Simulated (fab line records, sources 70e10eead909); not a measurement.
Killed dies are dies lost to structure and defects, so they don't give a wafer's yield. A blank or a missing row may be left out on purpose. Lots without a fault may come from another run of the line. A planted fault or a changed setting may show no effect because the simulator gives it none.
Which tool did it? | flow nand_harc | 15 lots, 45 wafers sampled, at 1 step of a route of 1302

WHAT THE GAUGES READ, wafer by wafer
NHARC_P_GATE_CD_MEAS_91: target cd 2000 nm. Usual: cd_nm 2001.4 nm, standard deviation 2.1.
lot  | measured     | on        | cd_nm (nm)           | flag
L177 | day 5 22:08  | cd_sem-01 | 2000.4 1996.9 2000.3 |
L180 | day 6 20:20  | cd_sem-01 | 2001.5 2001.5 2002.3 |
L182 | day 7 17:34  | cd_sem-03 | 1998.2 2003.7 2003.2 |
L181 | day 7 17:55  | cd_sem-03 | 2004.7 2000.7 2002.1 |
L183 | day 8 04:39  | cd_sem-01 | 2002.2 1998.7 1999.5 |
L186 | day 9 09:48  | cd_sem-02 | 2002.8 2001.0 2002.2 |
L190 | day 11 00:53 | cd_sem-01 | 2003.4 2005.0 2000.7 |
L191 | day 11 17:28 | cd_sem-03 | 1999.3 1999.5 1998.3 |
L192 | day 11 18:51 | cd_sem-03 | 1998.0 2000.4 1999.4 |
L193 | day 12 17:00 | cd_sem-03 | 2002.3 1999.5 2000.3 |
L194 | day 12 17:35 | cd_sem-02 | 2007.0 2000.4 1999.7 |
L195 | day 13 00:56 | cd_sem-02 | 2002.9 1999.7 2001.7 |
L196 | day 13 15:58 | cd_sem-03 | 2000.4 2001.5 1999.6 |
L197 | day 13 20:29 | cd_sem-02 | 2001.2 2000.0 2002.4 |
L200 | day 15 09:42 | cd_sem-02 | 1999.4 2004.2 2004.9 |

WHICH TOOL RAN EACH LOT (tool, then ch and the chambers of the sampled wafers, then the start)
The record holds no process step before these readings.

WHAT THE TOOLS THEMSELVES READ (means of the sampled wafers that have a number; where no wafer has one, the mark that the record gives instead)
The record holds no such reading with a usual standard deviation.

THE ANSWER, worked out from the rows above alone
Rule: a lot is off if the mean of its wafers that have a number lies more than 3 standard deviations from the usual mean. A lot without any number at a reading at which 4 lots or more have one is off too. The other lots that the step has rows for count as sound. The gauges are gone through in route order, then the tools' own readings, and for those a lot's mean is taken as printed above. The first step at which some lot is off is used, and at that step the reading that is off furthest; a lot without a number counts as furthest.
No lot is off at any reading shown: from this, nothing can be told.

WHAT THE SIMULATOR HAD PUT IN
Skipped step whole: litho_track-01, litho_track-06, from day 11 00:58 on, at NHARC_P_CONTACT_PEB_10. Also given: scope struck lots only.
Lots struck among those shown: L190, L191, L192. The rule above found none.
